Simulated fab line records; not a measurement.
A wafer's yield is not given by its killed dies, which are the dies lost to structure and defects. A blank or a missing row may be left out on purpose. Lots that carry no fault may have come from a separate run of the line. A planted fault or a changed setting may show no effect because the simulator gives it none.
Matching of chambers :: flow nand harc :: 4 sister chambers for NHARC_P_M1_CMP_23 on cmp-04
The step polishes, t overpolish 20 s, target thk 157.82 nm. 8 wafers are shown with their chamber, then 9 later ones without.

WAFERS WITH THEIR CHAMBER
wafer: L076.2
chamber: 1
motor current A (A): 12.5
time to endpoint s (s): 28.6

wafer: L078.4
chamber: 1
motor current A (A): 12.4
time to endpoint s (s): 31.0

wafer: L086.1
chamber: 3
motor current A (A): 13.6
time to endpoint s (s): 25.0

wafer: L086.2
chamber: 2
motor current A (A): 12.3
time to endpoint s (s): 25.0

wafer: L086.3
chamber: 0
motor current A (A): 11.4
time to endpoint s (s): 28.1

wafer: L087.4
chamber: 0
motor current A (A): 11.0
time to endpoint s (s): 23.7

wafer: L087.5
chamber: 3
motor current A (A): 14.9
time to endpoint s (s): 22.8

wafer: L087.6
chamber: 2
motor current A (A): 12.1
time to endpoint s (s): 27.4

WAFERS WITH NO CHAMBER GIVEN
wafer: L088.1
motor current A (A): 14.2
time to endpoint s (s): 22.9

wafer: L088.3
motor current A (A): 11.1
time to endpoint s (s): 23.6

wafer: L088.4
motor current A (A): 12.7
time to endpoint s (s): 25.8

wafer: L092.1
motor current A (A): 11.0
time to endpoint s (s): 27.8

wafer: L092.2
motor current A (A): 12.4
time to endpoint s (s): 29.1

wafer: L092.4
motor current A (A): 14.4
time to endpoint s (s): 28.8

wafer: L095.1
motor current A (A): 12.6
time to endpoint s (s): 28.0

wafer: L095.2
motor current A (A): 15.2
time to endpoint s (s): 23.9

wafer: L095.5
motor current A (A): 12.5
time to endpoint s (s): 29.9

WHICH CHAMBER EACH WENT THROUGH
wafer: L088.1
from the rows above: 3
in truth: 3

wafer: L088.3
from the rows above: can't be placed: 0 or 2
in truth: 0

wafer: L088.4
from the rows above: can't be placed: 2 or 1
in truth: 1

wafer: L092.1
from the rows above: can't be placed: 0 or 2
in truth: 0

wafer: L092.2
from the rows above: can't be placed: 1 or 2
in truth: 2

wafer: L092.4
from the rows above: can't be placed: 3 or 1
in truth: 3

wafer: L095.1
from the rows above: can't be placed: 1 or 2
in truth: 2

wafer: L095.2
from the rows above: 3
in truth: 3

wafer: L095.5
from the rows above: can't be placed: 1 or 2
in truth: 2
2 of 9 placed correctly. Can't be placed from these rows: 7 (the true chamber is among the candidates in 7). Wrongly placed: 0.
How it was worked out, from the rows above alone: a wafer's distance from a chamber is the root of the sum, over the readings, of the square of ((its reading less the chamber's mean) divided by the reading's scatter). The wafer belongs to the nearest chamber; if the next one is less than 2 further off, it can't be placed. A chamber's mean is the mean of its shown wafers. The scatter is the square root of a quotient: the sum, over the shown wafers, of each reading's squared deviation from its chamber's mean, divided by wafers minus chambers.
